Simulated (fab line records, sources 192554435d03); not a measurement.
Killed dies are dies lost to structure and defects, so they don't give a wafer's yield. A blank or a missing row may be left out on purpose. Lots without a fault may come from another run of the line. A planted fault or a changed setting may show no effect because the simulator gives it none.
A struck lot beside a sound one | flow n5_finfet | 39 steps out of a route of 1938
Sound: wafers L519.2, L519.4, L519.5. Struck: wafer L524.4. (L524.5, L524.6 of the same lot were not struck and are left out.) The cause comes at the end.
At each step with rows: each side's tool, then ch and its chambers, then its first start. Under that, the readings that differ: sound wafers | struck wafers | difference of the means | sigmas: that difference in standard deviations of wafers without a fault.
alike: readings whose means differ by less than 2 such deviations, and words and numbers that are the same on both sides. not compared: withheld readings, readings that some wafer has no value for, bounds like >300 that may hide the same value, and numbers for which the record gives no deviation and whose values overlap.
The two part at a step that has a row with sigmas, a row that says differs or no value, or rows on one side only. Numbers that don't overlap but have no deviation are shown without sigmas and don't part them. A reading that every wafer of one side lacks parts them only if that side has two wafers or more.

first, 11 steps without rows for these wafers: N5_STI_FIN_REVEAL_CMP_04 (polishes, stops on Si3N4, t overpolish 4 s, target thk 131.83 nm); N5_STI_FIN_REVEAL_DENSIFY_30; N5_STI_FIN_REVEAL_ETCHBACK_08 (etches SiO2 in C4F6/O2, target depth 30.5 nm, time 10.167 s); N5_STI_FIN_REVEAL_STRIP_24 (strips in N2/H2, time 90 s); N5_STI_FIN_REVEAL_PRECLEAN_25 (cleans in SPM, time 90 s); N5_STI_FIN_REVEAL_PRECLEAN_26 (cleans in SC1, time 45 s); N5_STI_FIN_REVEAL_PRECLEAN_29 (cleans in DHF, time 30 s); N5_STI_FIN_REVEAL_SRD_12 (time 30 s); N5_STI_FIN_REVEAL_RECESS_09 (chemistry HF/NH3, target SiO2, afs cycles 11, target depth 42.5 nm, sublimation time 60 s); N5_STI_FIN_REVEAL_STRIP_16 (strips SiNx in H3PO4, target depth 23.8 nm); N5_STI_FIN_REVEAL_PRECLEAN_17 (cleans in NF3:NH3, afs cycles 1, time 20 s, sublimation time 60 s).
N5_STI_FIN_REVEAL_ETCH_34: etches Si in H2, material Si, target depth 0.97 nm.
  sound on rie_si-05 ch 1,2, day 3 06:57; struck on rie_si-05 ch 0, day 4 14:59
  reading                  | sound               | struck | difference | sigmas
  oes_product_au (a.u.)    | 0.996 0.979 1.008   | 0.860  | -0.134     | -7
  throttle_valve_pct (%)   | 24.9 26.1 24.9      | 26.6   | +1.3       | +2
  model.etch.depth_nm (nm) | 0.9582 0.949 0.9633 | 0.7412 | -0.2156    |
  alike: drypump_motor_current_A
  not compared: rf_hours_counter_h
then, 25 steps without rows for these wafers: N5_STI_FIN_REVEAL_OXIDATION_31 (chemistry O2 PLASMA REMOTE, time 20 s); N5_STI_FIN_REVEAL_PRECLEAN_32 (cleans in NF3:NH3, afs cycles 1, time 20 s, sublimation time 60 s); N5_STI_FIN_REVEAL_STRIP_35 (strips Si3N4 in H3PO4, target depth 4 nm, time 39 s); N5_STI_FIN_REVEAL_SRD_21 (time 30 s); N5_STI_FIN_REVEAL_OXIDATION_33 (chemistry O2 PLASMA REMOTE, time 20 s); N5_STI_FIN_REVEAL_CLEAN_19 (cleans in O3/DIW, time 120 s); N5_STI_FIN_REVEAL_SRD_23 (time 30 s); N5_STI_FIN_REVEAL_PRECLEAN_18 (cleans in SC2, time 45 s); N5_STI_FIN_REVEAL_SRD_28 (time 30 s); N5_DUMMY_GATE_PRECLEAN_00 (cleans in O3/DIW, time 60 s); N5_DUMMY_GATE_SRD_01 (time 30 s); N5_DUMMY_GATE_ALD_02 (deposits SiO2, target thk 2 nm, pulse time 1 s); N5_DUMMY_GATE_CVD_03 (deposits a-Si from SiH4, target thk 150 nm, time 8042 s); N5_DUMMY_GATE_PRECLEAN_46 (cleans in DIW, time 89.5 s); N5_DUMMY_GATE_SRD_47 (dry time 32 s); N5_DUMMY_GATE_CMP_04 (polishes a-Si); N5_DUMMY_GATE_HM_DEP_06 (deposits SiNx from DCS/NH3, target thk 80 nm, time 5141 s); N5_DUMMY_GATE_PECVD_30 (deposits SiO2 from TEOS/O2, target thk 55 nm, time 10.8 s); N5_DUMMY_GATE_COAT_34 (time 60 s, resist thk 60 nm); N5_DUMMY_GATE_COAT_35 (time 60 s, resist thk 10 nm); N5_DUMMY_GATE_COAT_28 (time 60 s, resist thk 10 nm); N5_DUMMY_GATE_COAT_09 (resist thk 30 nm); N5_DUMMY_GATE_EBR_11; N5_DUMMY_GATE_SOFTBAKE_10 (time 60 s); N5_DUMMY_GATE_EXPOSE_12 (exposes mask GATE, target cd 25 nm).
-- the record jumps here: 6 days lie between the struck wafers' starts before and after (it left off in module DUMMY_GATE and takes up again in module BEOL_M4, whose first step shown is number 1111 of the route) --
N5_BEOL_M4_RC_MEAS_101:
  sound on prober-01 ch 0, day 9 05:19; struck on prober-02 ch 0, day 10 08:55
  reading            | sound             | struck | difference | sigmas
  DIBL_P (mV/V)      | 38.5 37.7 34.5    | 43.0   | +6.1       | +2
  IOFF_N_LIN (nA/um) | 0.088 0.080 0.064 | 0.114  | +0.037     | +2
  IOFF_P (nA/um)     | 0.21 0.20 0.16    | 0.31   | +0.12      | +2
  VT_N_LONG (mV)     | 274.1 274.5 272.9 | 270.0  | -3.8       | -2
  alike: DIBL_N, IOFF_N, ION_N, ION_P, SS_N, SS_P, VT_N, VT_P
-- the record jumps here: 4 days lie between the struck wafers' starts before and after (it left off in module BEOL_M4 and takes up again in module PASSIVATION, whose first step shown is number 1936 of the route) --
N5_PASSIVATION_PROBE_49:
  sound on prober-02, day 13 18:27; struck on prober-01, day 14 11:52
  reading            | sound    | struck | difference | sigmas
  killed_at_contacts | 20 16 17 | 5      | -13        | -2
  alike: defect_limited_yield, killed_at_M0_to_M3, killed_at_M4_up, killed_at_front_end, killed_at_other, killed_dies, killed_open, killed_short, sort_bin_5_function, sort_bin_6_memory, sort_bin_8_speed, sort_n_pass, sort_yield_pct

WHERE THEY PART
First at N5_STI_FIN_REVEAL_ETCH_34; last, within this record, at N5_PASSIVATION_PROBE_49.

WHY: what the simulator had put in
Process parameter drift: rie_si-05, from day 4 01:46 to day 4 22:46, at N5_STI_FIN_REVEAL_ETCH_34. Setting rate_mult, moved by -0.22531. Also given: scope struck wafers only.
